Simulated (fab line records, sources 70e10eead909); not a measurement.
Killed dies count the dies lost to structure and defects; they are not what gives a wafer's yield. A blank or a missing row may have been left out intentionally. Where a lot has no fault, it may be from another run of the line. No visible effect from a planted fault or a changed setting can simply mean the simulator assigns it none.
fab line records / flow nand-harc
record: lots: 14 wafers: 42 last-day: 33
route steps=1302 shown A_CONTACT@1007 A_BONDPAD@1225 THIN_TSV@1271 END@1302
lots that met no fault: from a run of the same line without faults
start-h: hours from the record's opening day to when the first of the lot's shown wafers began / wait-h: hours since the lot's step before / " same as the row above / L1.1+2: several wafers, shown together as one row / - no value, or no start was given / * or withheld: withheld / < > ~ a bound
route shown NAME@n: NAME is a module with steps in the file, n the number in the route of the first one / usual: the fault-free wafers' mean and standard deviation / same: alike in all rows / chamber/n: place in a boat / sites: the reading at each site / _std_site: the values' standard deviation / _edge_site: inner sites' mean taken away from outer sites' mean / radius-mm: for every site, how far away it sits from the centre of the wafer / mask NAME#n: copy n / behind: tool/chamber where the wafer was last shaped / hold: why the lot went on hold/how many hours it stayed there/how the hold came to an end / device: which transistor (n, p or np) failed to switch / end of line: the route-end tests of the same wafers / a step without rows: its recipe alone / killed: the dies lost at the first sort to structure and to defects; this is not the yield of the wafer / map: a wafer's dies, x killed, . not, _ none there
set.NAME: setting as actually run; set.NAME@STEP: the setting as run at that earlier step / model.NAME: the simulator's own value behind a step, which no gauge read
steps of the route over a sample of lots; a table a step, a row a wafer
services: when a tool's chamber went out of use (start-h, in hours from the record's first day, below 0 if earlier), for how many hours, and the reason
== steps ==
step: NHARC_A_CONTACT_ETCH_113
recipe: source-w: withheld pressure-mtorr: 20 bias-v: 3000 time-s: 190 target-depth-a: 18500 ar-flow-sccm: withheld c4f8-flow-sccm: withheld o2-flow-sccm: withheld chemistry: C4F8/O2/Ar
same: time-s: 190
lot.wafer=L867.1 tool=har-cap-etch-01 chamber=1 start-h=495.40 wait-h=0.1 rf-hours-counter-h=126
lot.wafer=L867.2 tool=har-cap-etch-01 chamber=0 start-h=495.40 wait-h=0.1 rf-hours-counter-h=126
lot.wafer=L867.5 tool=har-cap-etch-01 chamber=1 start-h=495.40 wait-h=0.1 rf-hours-counter-h=-
lot.wafer=L868.1 tool=har-cap-etch-03 chamber=1 start-h=512.48 wait-h=0.1 rf-hours-counter-h=43
lot.wafer=L868.3 tool=har-cap-etch-03 chamber=1 start-h=512.48 wait-h=0.1 rf-hours-counter-h=-
lot.wafer=L868.6 tool=har-cap-etch-03 chamber=1 start-h=512.48 wait-h=0.1 rf-hours-counter-h=-
lot.wafer=L869.2 tool=har-cap-etch-02 chamber=0 start-h=513.40 wait-h=0.1 rf-hours-counter-h=86
lot.wafer=L869.4 tool=har-cap-etch-02 chamber=0 start-h=513.40 wait-h=0.1 rf-hours-counter-h=-
lot.wafer=L869.5 tool=har-cap-etch-02 chamber=0 start-h=513.40 wait-h=0.1 rf-hours-counter-h=-
lot.wafer=L875.2 tool=har-cap-etch-01 chamber=0 start-h=589.43 wait-h=0.1 rf-hours-counter-h=12
lot.wafer=L875.4 tool=har-cap-etch-01 chamber=1 start-h=589.43 wait-h=0.1 rf-hours-counter-h=-
lot.wafer=L875.6 tool=har-cap-etch-01 chamber=0 start-h=589.43 wait-h=0.1 rf-hours-counter-h=-
lot.wafer=L876.1 tool=har-cap-etch-01 chamber=1 start-h=605.03 wait-h=0.1 rf-hours-counter-h=14
lot.wafer=L876.2 tool=har-cap-etch-01 chamber=0 start-h=605.03 wait-h=0.1 rf-hours-counter-h=14
lot.wafer=L876.3 tool=har-cap-etch-01 chamber=1 start-h=605.03 wait-h=0.1 rf-hours-counter-h=-
lot.wafer=L877.2 tool=har-cap-etch-01 chamber=1 start-h=614.86 wait-h=0.1 rf-hours-counter-h=16
lot.wafer=L877.3 tool=har-cap-etch-01 chamber=1 start-h=614.86 wait-h=0.1 rf-hours-counter-h=-
lot.wafer=L877.6 tool=har-cap-etch-01 chamber=0 start-h=614.86 wait-h=0.1 rf-hours-counter-h=-
lot.wafer=L884.1 tool=har-cap-etch-02 chamber=1 start-h=654.56 wait-h=0.1 rf-hours-counter-h=110
lot.wafer=L884.5 tool=har-cap-etch-02 chamber=0 start-h=654.56 wait-h=0.1 rf-hours-counter-h=-
lot.wafer=L884.6 tool=har-cap-etch-02 chamber=1 start-h=654.56 wait-h=0.1 rf-hours-counter-h=-
lot.wafer=L882.2 tool=har-cap-etch-02 chamber=1 start-h=664.00 wait-h=0.2 rf-hours-counter-h=113
lot.wafer=L882.3 tool=har-cap-etch-02 chamber=0 start-h=664.00 wait-h=0.2 rf-hours-counter-h=-
lot.wafer=L882.5 tool=har-cap-etch-02 chamber=1 start-h=664.00 wait-h=0.2 rf-hours-counter-h=-
lot.wafer=L885.1 tool=har-cap-etch-03 chamber=0 start-h=668.47 wait-h=0.1 rf-hours-counter-h=73
lot.wafer=L885.6 tool=har-cap-etch-03 chamber=0 start-h=668.47 wait-h=0.1 rf-hours-counter-h=-
lot.wafer=L885.5 tool=har-cap-etch-03 chamber=1 start-h=668.47 wait-h=0.1 rf-hours-counter-h=-
lot.wafer=L886.2 tool=har-cap-etch-03 chamber=0 start-h=686.23 wait-h=0.1 rf-hours-counter-h=77
lot.wafer=L886.1 tool=har-cap-etch-03 chamber=1 start-h=686.23 wait-h=0.1 rf-hours-counter-h=77
lot.wafer=L886.3 tool=har-cap-etch-03 chamber=0 start-h=686.23 wait-h=0.1 rf-hours-counter-h=-
lot.wafer=L887.2 tool=har-cap-etch-02 chamber=0 start-h=690.67 wait-h=0.1 rf-hours-counter-h=118
lot.wafer=L887.4 tool=har-cap-etch-02 chamber=0 start-h=690.67 wait-h=0.1 rf-hours-counter-h=-
lot.wafer=L887.5 tool=har-cap-etch-02 chamber=0 start-h=690.67 wait-h=0.1 rf-hours-counter-h=-
lot.wafer=L888.4 tool=har-cap-etch-02 chamber=0 start-h=711.08 wait-h=0.1 rf-hours-counter-h=-
lot.wafer=L888.3 tool=har-cap-etch-02 chamber=1 start-h=711.08 wait-h=0.1 rf-hours-counter-h=-
lot.wafer=L888.6 tool=har-cap-etch-02 chamber=1 start-h=711.08 wait-h=0.1 rf-hours-counter-h=-
lot.wafer=L889.1 tool=har-cap-etch-03 chamber=1 start-h=711.25 wait-h=0.1 rf-hours-counter-h=82
lot.wafer=L889.3 tool=har-cap-etch-03 chamber=1 start-h=711.25 wait-h=0.1 rf-hours-counter-h=-
lot.wafer=L889.6 tool=har-cap-etch-03 chamber=0 start-h=711.25 wait-h=0.1 rf-hours-counter-h=-
lot.wafer=L890.2 tool=har-cap-etch-03 chamber=1 start-h=723.64 wait-h=0.1 rf-hours-counter-h=84
lot.wafer=L890.1 tool=har-cap-etch-03 chamber=0 start-h=723.64 wait-h=0.1 rf-hours-counter-h=84
lot.wafer=L890.6 tool=har-cap-etch-03 chamber=0 start-h=723.64 wait-h=0.1 rf-hours-counter-h=-
step: NHARC_A_BONDPAD_DEGAS_25
recipe: temp-c: 300 time-s: 60
usual: heater-power-w: 475/45
same: time-s: 60
lot.wafer=L867.2 tool=pvd-sputter-01 chamber=- start-h=536.42 wait-h=- heater-power-w=499
lot.wafer=L867.1 tool=pvd-sputter-01 chamber=- start-h=536.42 wait-h=- heater-power-w=421
lot.wafer=L867.5 tool=pvd-sputter-01 chamber=- start-h=536.42 wait-h=- heater-power-w=498
lot.wafer=L868.1 tool=pvd-sputter-01 chamber=- start-h=549.31 wait-h=- heater-power-w=477
lot.wafer=L868.3 tool=pvd-sputter-01 chamber=- start-h=549.31 wait-h=- heater-power-w=548
lot.wafer=L868.6 tool=pvd-sputter-01 chamber=- start-h=549.31 wait-h=- heater-power-w=515
lot.wafer=L869.2 tool=pvd-sputter-02 chamber=- start-h=551.58 wait-h=- heater-power-w=539
lot.wafer=L869.4 tool=pvd-sputter-02 chamber=- start-h=551.58 wait-h=- heater-power-w=486
lot.wafer=L869.5 tool=pvd-sputter-02 chamber=- start-h=551.58 wait-h=- heater-power-w=541
lot.wafer=L875.2 tool=pvd-sputter-03 chamber=- start-h=627.50 wait-h=- heater-power-w=463
lot.wafer=L875.4 tool=pvd-sputter-03 chamber=- start-h=627.50 wait-h=- heater-power-w=466
lot.wafer=L875.6 tool=pvd-sputter-03 chamber=- start-h=627.50 wait-h=- heater-power-w=503
lot.wafer=L876.1 tool=pvd-sputter-03 chamber=- start-h=652.30 wait-h=- heater-power-w=446
lot.wafer=L876.2 tool=pvd-sputter-03 chamber=- start-h=652.30 wait-h=- heater-power-w=403
lot.wafer=L876.3 tool=pvd-sputter-03 chamber=- start-h=652.30 wait-h=- heater-power-w=500
lot.wafer=L877.3 tool=pvd-sputter-02 chamber=- start-h=658.19 wait-h=- heater-power-w=553
lot.wafer=L877.2 tool=pvd-sputter-02 chamber=- start-h=658.19 wait-h=- heater-power-w=486
lot.wafer=L877.6 tool=pvd-sputter-02 chamber=- start-h=658.19 wait-h=- heater-power-w=554
lot.wafer=L884.1 tool=pvd-sputter-01 chamber=- start-h=696.08 wait-h=- heater-power-w=533
lot.wafer=L884.6 tool=pvd-sputter-01 chamber=- start-h=696.08 wait-h=- heater-power-w=547
lot.wafer=L884.5 tool=pvd-sputter-01 chamber=- start-h=696.08 wait-h=- heater-power-w=480
lot.wafer=L882.2 tool=pvd-sputter-01 chamber=- start-h=709.19 wait-h=- heater-power-w=515
lot.wafer=L882.3 tool=pvd-sputter-01 chamber=- start-h=709.19 wait-h=- heater-power-w=434
lot.wafer=L882.5 tool=pvd-sputter-01 chamber=- start-h=709.19 wait-h=- heater-power-w=537
lot.wafer=L885.1 tool=pvd-sputter-02 chamber=- start-h=711.40 wait-h=- heater-power-w=550
lot.wafer=L885.6 tool=pvd-sputter-02 chamber=- start-h=711.40 wait-h=- heater-power-w=450
lot.wafer=L885.5 tool=pvd-sputter-02 chamber=- start-h=711.40 wait-h=- heater-power-w=549
lot.wafer=L886.3 tool=pvd-sputter-01 chamber=- start-h=724.14 wait-h=- heater-power-w=509
lot.wafer=L886.1 tool=pvd-sputter-01 chamber=- start-h=724.14 wait-h=- heater-power-w=433
lot.wafer=L886.2 tool=pvd-sputter-01 chamber=- start-h=724.14 wait-h=- heater-power-w=470
lot.wafer=L887.2 tool=pvd-sputter-02 chamber=- start-h=727.04 wait-h=- heater-power-w=551
lot.wafer=L887.4 tool=pvd-sputter-02 chamber=- start-h=727.04 wait-h=- heater-power-w=542
lot.wafer=L887.5 tool=pvd-sputter-02 chamber=- start-h=727.04 wait-h=- heater-power-w=495
lot.wafer=L888.4 tool=pvd-sputter-03 chamber=- start-h=748.81 wait-h=- heater-power-w=460
lot.wafer=L888.3 tool=pvd-sputter-03 chamber=- start-h=748.81 wait-h=- heater-power-w=476
lot.wafer=L888.6 tool=pvd-sputter-03 chamber=- start-h=748.81 wait-h=- heater-power-w=474
lot.wafer=L889.3 tool=pvd-sputter-03 chamber=- start-h=749.87 wait-h=- heater-power-w=466
lot.wafer=L889.1 tool=pvd-sputter-03 chamber=- start-h=749.87 wait-h=- heater-power-w=431
lot.wafer=L889.6 tool=pvd-sputter-03 chamber=- start-h=749.87 wait-h=- heater-power-w=382
lot.wafer=L890.2 tool=pvd-sputter-03 chamber=- start-h=759.79 wait-h=- heater-power-w=470
lot.wafer=L890.1 tool=pvd-sputter-03 chamber=- start-h=759.79 wait-h=- heater-power-w=478
lot.wafer=L890.6 tool=pvd-sputter-03 chamber=- start-h=759.79 wait-h=- heater-power-w=462
step: NHARC_THIN_TSV_PRE_CLEAN_50
recipe: time-s: 30 temp-c: 280 gas: H2/He
usual: heater-power-w: 413/41
same: time-s: 30
lot.wafer=L867.2 tool=pvd-sputter-03 chamber=- start-h=- wait-h=- heater-power-w=432
lot.wafer=L867.1 tool=pvd-sputter-03 chamber=- start-h=- wait-h=- heater-power-w=401
lot.wafer=L867.5 tool=pvd-sputter-03 chamber=- start-h=- wait-h=- heater-power-w=439
lot.wafer=L868.1 tool=pvd-sputter-03 chamber=- start-h=- wait-h=- heater-power-w=433
lot.wafer=L868.3 tool=pvd-sputter-03 chamber=- start-h=- wait-h=- heater-power-w=362
lot.wafer=L868.6 tool=pvd-sputter-03 chamber=- start-h=- wait-h=- heater-power-w=436
lot.wafer=L869.4 tool=pvd-sputter-01 chamber=- start-h=- wait-h=- heater-power-w=437
lot.wafer=L869.2 tool=pvd-sputter-01 chamber=- start-h=- wait-h=- heater-power-w=371
lot.wafer=L869.5 tool=pvd-sputter-01 chamber=- start-h=- wait-h=- heater-power-w=506
lot.wafer=L875.2 tool=pvd-sputter-01 chamber=- start-h=- wait-h=- heater-power-w=494
lot.wafer=L875.4 tool=pvd-sputter-01 chamber=- start-h=- wait-h=- heater-power-w=427
lot.wafer=L875.6 tool=pvd-sputter-01 chamber=- start-h=- wait-h=- heater-power-w=481
lot.wafer=L876.3 tool=pvd-sputter-02 chamber=- start-h=- wait-h=- heater-power-w=454
lot.wafer=L876.2 tool=pvd-sputter-02 chamber=- start-h=- wait-h=- heater-power-w=395
lot.wafer=L876.1 tool=pvd-sputter-02 chamber=- start-h=- wait-h=- heater-power-w=484
lot.wafer=L877.3 tool=pvd-sputter-03 chamber=- start-h=- wait-h=- heater-power-w=442
lot.wafer=L877.2 tool=pvd-sputter-03 chamber=- start-h=- wait-h=- heater-power-w=358
lot.wafer=L877.6 tool=pvd-sputter-03 chamber=- start-h=- wait-h=- heater-power-w=431
lot.wafer=L884.1 tool=pvd-sputter-03 chamber=- start-h=- wait-h=- heater-power-w=408
lot.wafer=L884.6 tool=pvd-sputter-03 chamber=- start-h=- wait-h=- heater-power-w=443
lot.wafer=L884.5 tool=pvd-sputter-03 chamber=- start-h=- wait-h=- heater-power-w=397
lot.wafer=L882.3 tool=pvd-sputter-03 chamber=- start-h=- wait-h=- heater-power-w=425
lot.wafer=L882.2 tool=pvd-sputter-03 chamber=- start-h=- wait-h=- heater-power-w=334
lot.wafer=L882.5 tool=pvd-sputter-03 chamber=- start-h=- wait-h=- heater-power-w=373
lot.wafer=L885.1 tool=pvd-sputter-03 chamber=- start-h=- wait-h=- heater-power-w=402
lot.wafer=L885.5 tool=pvd-sputter-03 chamber=- start-h=- wait-h=- heater-power-w=327
lot.wafer=L885.6 tool=pvd-sputter-03 chamber=- start-h=- wait-h=- heater-power-w=403
lot.wafer=L886.3 tool=pvd-sputter-01 chamber=- start-h=- wait-h=- heater-power-w=452
lot.wafer=L886.1 tool=pvd-sputter-01 chamber=- start-h=- wait-h=- heater-power-w=490
lot.wafer=L886.2 tool=pvd-sputter-01 chamber=- start-h=- wait-h=- heater-power-w=426
lot.wafer=L887.2 tool=pvd-sputter-02 chamber=- start-h=- wait-h=- heater-power-w=472
lot.wafer=L887.4 tool=pvd-sputter-02 chamber=- start-h=- wait-h=- heater-power-w=443
lot.wafer=L887.5 tool=pvd-sputter-02 chamber=- start-h=- wait-h=- heater-power-w=475
lot.wafer=L888.4 tool=pvd-sputter-03 chamber=- start-h=- wait-h=- heater-power-w=336
lot.wafer=L888.3 tool=pvd-sputter-03 chamber=- start-h=- wait-h=- heater-power-w=384
lot.wafer=L888.6 tool=pvd-sputter-03 chamber=- start-h=- wait-h=- heater-power-w=335
lot.wafer=L889.3 tool=pvd-sputter-03 chamber=- start-h=- wait-h=- heater-power-w=424
lot.wafer=L889.1 tool=pvd-sputter-03 chamber=- start-h=- wait-h=- heater-power-w=334
lot.wafer=L889.6 tool=pvd-sputter-03 chamber=- start-h=- wait-h=- heater-power-w=419
lot.wafer=L890.2 tool=pvd-sputter-02 chamber=- start-h=- wait-h=- heater-power-w=446
lot.wafer=L890.1 tool=pvd-sputter-02 chamber=- start-h=- wait-h=- heater-power-w=403
lot.wafer=L890.6 tool=pvd-sputter-02 chamber=- start-h=- wait-h=- heater-power-w=441
step: NHARC_THIN_TSV_DEGAS_53
recipe: temp-c: 300 time-s: 60
usual: heater-power-w: 493/47
same: time-s: 60
lot.wafer=L867.2 tool=pvd-sputter-02 chamber=- start-h=555.48 wait-h=0.1 heater-power-w=482
lot.wafer=L867.1 tool=pvd-sputter-02 chamber=- start-h=555.48 wait-h=0.1 heater-power-w=451
lot.wafer=L867.5 tool=pvd-sputter-02 chamber=- start-h=555.48 wait-h=0.1 heater-power-w=561
lot.wafer=L868.3 tool=pvd-sputter-03 chamber=- start-h=568.95 wait-h=0.1 heater-power-w=487
lot.wafer=L868.1 tool=pvd-sputter-03 chamber=- start-h=568.95 wait-h=0.1 heater-power-w=444
lot.wafer=L868.6 tool=pvd-sputter-03 chamber=- start-h=568.95 wait-h=0.1 heater-power-w=405
lot.wafer=L869.2 tool=pvd-sputter-02 chamber=- start-h=570.32 wait-h=0.1 heater-power-w=530
lot.wafer=L869.4 tool=pvd-sputter-02 chamber=- start-h=570.32 wait-h=0.1 heater-power-w=562
lot.wafer=L869.5 tool=pvd-sputter-02 chamber=- start-h=570.32 wait-h=0.1 heater-power-w=562
lot.wafer=L875.2 tool=pvd-sputter-01 chamber=- start-h=647.86 wait-h=0.1 heater-power-w=557
lot.wafer=L875.4 tool=pvd-sputter-01 chamber=- start-h=647.86 wait-h=0.1 heater-power-w=495
lot.wafer=L875.6 tool=pvd-sputter-01 chamber=- start-h=647.86 wait-h=0.1 heater-power-w=487
lot.wafer=L876.2 tool=pvd-sputter-01 chamber=- start-h=670.56 wait-h=0.1 heater-power-w=547
lot.wafer=L876.1 tool=pvd-sputter-01 chamber=- start-h=670.56 wait-h=0.1 heater-power-w=479
lot.wafer=L876.3 tool=pvd-sputter-01 chamber=- start-h=670.56 wait-h=0.1 heater-power-w=516
lot.wafer=L877.3 tool=pvd-sputter-03 chamber=- start-h=678.03 wait-h=0.1 heater-power-w=505
lot.wafer=L877.2 tool=pvd-sputter-03 chamber=- start-h=678.03 wait-h=0.1 heater-power-w=457
lot.wafer=L877.6 tool=pvd-sputter-03 chamber=- start-h=678.03 wait-h=0.1 heater-power-w=463
lot.wafer=L884.1 tool=pvd-sputter-03 chamber=- start-h=714.92 wait-h=0.1 heater-power-w=475
lot.wafer=L884.6 tool=pvd-sputter-03 chamber=- start-h=714.92 wait-h=0.1 heater-power-w=463
lot.wafer=L884.5 tool=pvd-sputter-03 chamber=- start-h=714.92 wait-h=0.1 heater-power-w=483
lot.wafer=L882.2 tool=pvd-sputter-01 chamber=- start-h=728.08 wait-h=0.1 heater-power-w=552
lot.wafer=L882.3 tool=pvd-sputter-01 chamber=- start-h=728.08 wait-h=0.1 heater-power-w=434
lot.wafer=L882.5 tool=pvd-sputter-01 chamber=- start-h=728.08 wait-h=0.1 heater-power-w=557
lot.wafer=L885.1 tool=pvd-sputter-01 chamber=- start-h=729.24 wait-h=0.1 heater-power-w=478
lot.wafer=L885.5 tool=pvd-sputter-01 chamber=- start-h=729.24 wait-h=0.1 heater-power-w=477
lot.wafer=L885.6 tool=pvd-sputter-01 chamber=- start-h=729.24 wait-h=0.1 heater-power-w=504
lot.wafer=L886.3 tool=pvd-sputter-03 chamber=- start-h=743.10 wait-h=0.1 heater-power-w=472
lot.wafer=L886.2 tool=pvd-sputter-03 chamber=- start-h=743.10 wait-h=0.1 heater-power-w=428
lot.wafer=L886.1 tool=pvd-sputter-03 chamber=- start-h=743.10 wait-h=0.1 heater-power-w=472
lot.wafer=L887.2 tool=pvd-sputter-02 chamber=- start-h=752.24 wait-h=0.1 heater-power-w=460
lot.wafer=L887.4 tool=pvd-sputter-02 chamber=- start-h=752.24 wait-h=0.1 heater-power-w=502
lot.wafer=L887.5 tool=pvd-sputter-02 chamber=- start-h=752.24 wait-h=0.1 heater-power-w=542
lot.wafer=L888.4 tool=pvd-sputter-02 chamber=- start-h=768.84 wait-h=0.1 heater-power-w=462
lot.wafer=L888.3 tool=pvd-sputter-02 chamber=- start-h=768.84 wait-h=0.1 heater-power-w=522
lot.wafer=L888.6 tool=pvd-sputter-02 chamber=- start-h=768.84 wait-h=0.1 heater-power-w=538
lot.wafer=L889.3 tool=pvd-sputter-01 chamber=- start-h=770.29 wait-h=0.1 heater-power-w=537
lot.wafer=L889.1 tool=pvd-sputter-01 chamber=- start-h=770.29 wait-h=0.1 heater-power-w=526
lot.wafer=L889.6 tool=pvd-sputter-01 chamber=- start-h=770.29 wait-h=0.1 heater-power-w=449
lot.wafer=L890.1 tool=pvd-sputter-02 chamber=- start-h=778.73 wait-h=0.1 heater-power-w=556
lot.wafer=L890.2 tool=pvd-sputter-02 chamber=- start-h=778.73 wait-h=0.1 heater-power-w=500
lot.wafer=L890.6 tool=pvd-sputter-02 chamber=- start-h=778.73 wait-h=0.1 heater-power-w=537
step: NHARC_END_SORT_01
recipe: temp-c: 25
usual: killed-at-array: 59/16 killed-at-other: 0.8/1.1 killed-at-periphery: 3.6/2.4 killed-dies: 64/16 killed-open: 3.4/1.8 killed-short: 2.5/1.6
same: gross-dies: 677
lot.wafer=L876.1 tool=prober-02 chamber=0 start-h=690.10 wait-h=2.5 killed-at-array=112 killed-at-other=1 killed-at-periphery=7 killed-dies=120 killed-open=5 killed-short=1
lot.wafer=L876.2 tool=prober-02 chamber=0 start-h=690.90 wait-h=2.8 killed-at-array=139 killed-at-other=3 killed-at-periphery=2 killed-dies=144 killed-open=2 killed-short=1
lot.wafer=L876.3 tool=prober-02 chamber=0 start-h=691.70 wait-h=3.1 killed-at-array=100 killed-at-other=0 killed-at-periphery=8 killed-dies=108 killed-open=3 killed-short=0
lot.wafer=L877.2 tool=prober-02 chamber=0 start-h=698.70 wait-h=2.8 killed-at-array=114 killed-at-other=0 killed-at-periphery=4 killed-dies=118 killed-open=6 killed-short=0
lot.wafer=L877.3 tool=prober-02 chamber=0 start-h=699.51 wait-h=3.1 killed-at-array=110 killed-at-other=0 killed-at-periphery=3 killed-dies=113 killed-open=5 killed-short=3
lot.wafer=L877.6 tool=prober-02 chamber=0 start-h=701.94 wait-h=4.0 killed-at-array=139 killed-at-other=1 killed-at-periphery=2 killed-dies=142 killed-open=0 killed-short=2
killed by level:class
L876.1 A_CONTACT:unspecified=48 A_CHANNEL_HOLE_D1:chamber-film-flake=29 A_CHANNEL_HOLE_D2:chamber-film-flake=16 A_CONTACT:chamber-film-flake=5 P_M0:chamber-film-flake=5 A_STAIRCASE:chamber-film-flake=4 A_DECK1_JOINT:chamber-film-flake=3 A_CHANNEL_FILL_D1:chamber-film-flake=2
L876.2 A_CONTACT:unspecified=80 A_CHANNEL_HOLE_D1:chamber-film-flake=34 A_CHANNEL_HOLE_D2:chamber-film-flake=14 A_STAIRCASE:chamber-film-flake=3 THIN_TSV:chamber-film-flake=3 A_CHANNEL_FILL_D1:chamber-film-flake=2 A_DECK1_JOINT:chamber-film-flake=2 P_GATE:geometric-particle:open=1
L876.3 A_CONTACT:unspecified=50 A_CHANNEL_HOLE_D1:chamber-film-flake=29 A_CHANNEL_HOLE_D2:chamber-film-flake=8 P_M0:chamber-film-flake=5 A_STAIRCASE:chamber-film-flake=4 A_CHANNEL_FILL_D1:chamber-film-flake=3 A_CONTACT:chamber-film-flake=3 P_CONTACT:geometric-particle:open=2
L877.2 A_CONTACT:unspecified=47 A_CHANNEL_HOLE_D1:chamber-film-flake=35 A_SLIT:chamber-film-flake=24 A_ONON_D2:geometric-particle:open=2 P_M2:geometric-particle:open=1 A_CHANNEL_FILL_D1:geometric-particle:open=1 A_SLIT:geometric-particle:open=1 A_M0:geometric-particle:open=1
L877.3 A_CONTACT:unspecified=44 A_SLIT:chamber-film-flake=29 A_CHANNEL_HOLE_D1:chamber-film-flake=22 A_CONTACT:chamber-film-flake=4 P_M0:chamber-film-flake=2 P_GATE:geometric-particle:open=1 A_SOURCE_PLATE:geometric-particle:short=1 A_CHANNEL_HOLE_D1:geometric-particle:open=1
L877.6 A_CONTACT:unspecified=85 A_CHANNEL_HOLE_D1:chamber-film-flake=27 A_SLIT:chamber-film-flake=17 A_CONTACT:chamber-film-flake=3 A_CHANNEL_HOLE_D2:chamber-film-flake=2 A_WL_FILL:chamber-film-flake=2 A_ONON_D1:geometric-particle:short=1 A_ONON_D2:geometric-particle:short=1
== services ==
tool=har-cap-etch-01 chamber=- start-h=497.62 hours=17.0 kind=pm
tool=har-cap-etch-01 chamber=0 start-h=497.62 hours=17.0 kind=vent-cycle
tool=har-cap-etch-01 chamber=1 start-h=497.62 hours=17.0 kind=vent-cycle
tool=har-cap-etch-01 chamber=0 start-h=514.62 hours=- kind=clean
tool=har-cap-etch-01 chamber=1 start-h=514.62 hours=- kind=clean
tool=pvd-sputter-03 chamber=- start-h=536.95 hours=10.0 kind=pm
tool=pvd-sputter-01 chamber=- start-h=582.00 hours=10.0 kind=pm
tool=pvd-sputter-03 chamber=- start-h=589.74 hours=2.0 kind=repair
tool=pvd-sputter-01 chamber=- start-h=596.58 hours=5.6 kind=repair
tool=pvd-sputter-01 chamber=- start-h=606.95 hours=2.5 kind=repair
tool=pvd-sputter-02 chamber=- start-h=638.00 hours=10.0 kind=pm
tool=pvd-sputter-02 chamber=- start-h=648.77 hours=6.2 kind=repair
tool=pvd-sputter-01 chamber=- start-h=661.17 hours=3.5 kind=repair
tool=pvd-sputter-02 chamber=- start-h=746.53 hours=3.1 kind=repair
tool=pvd-sputter-01 chamber=- start-h=747.42 hours=3.3 kind=repair
tool=har-cap-etch-02 chamber=- start-h=754.79 hours=17.0 kind=pm
tool=har-cap-etch-02 chamber=0 start-h=754.79 hours=17.0 kind=vent-cycle
tool=har-cap-etch-02 chamber=1 start-h=754.79 hours=17.0 kind=vent-cycle
tool=pvd-sputter-01 chamber=- start-h=760.00 hours=10.0 kind=pm
tool=har-cap-etch-02 chamber=0 start-h=771.79 hours=- kind=clean
tool=har-cap-etch-02 chamber=1 start-h=771.79 hours=- kind=clean
== key ==
first-sign: step: NHARC_END_SORT_01 reading: killed-dies direction: up sigmas: 3.9 usual: 64 struck: 124
effect: step: NHARC_END_SORT_01 reading: killed-at-array direction: up sigmas: 3.7 usual: 59 struck: 119
more-kills-born-at: NHARC_A_CONTACT_ETCH_113@har-cap-etch-01: 352
met-at NHARC_A_CONTACT_ETCH_113
struck-lots L876,L877
tester-left-out L876,L877
not-acting-at NHARC_A_BONDPAD_DEGAS_25,NHARC_THIN_TSV_PRE_CLEAN_50,NHARC_THIN_TSV_DEGAS_53
onset-between 589.43 605.03
fault: kind: chamber-particle-source tool: har-cap-etch-01 chamber: - onset-h: 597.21 steps: NHARC_A_CONTACT_ETCH_113 rate-per-visit-cm2: 0.82545 end-h: 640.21
tester-left-out: of these lots the tester's yield and bins aren't shown, on N5 and GAA mostly nor the transistor test; their killed dies are dies lost to structure and defects alone, not to doping, threshold or leakage, so they don't give the yield
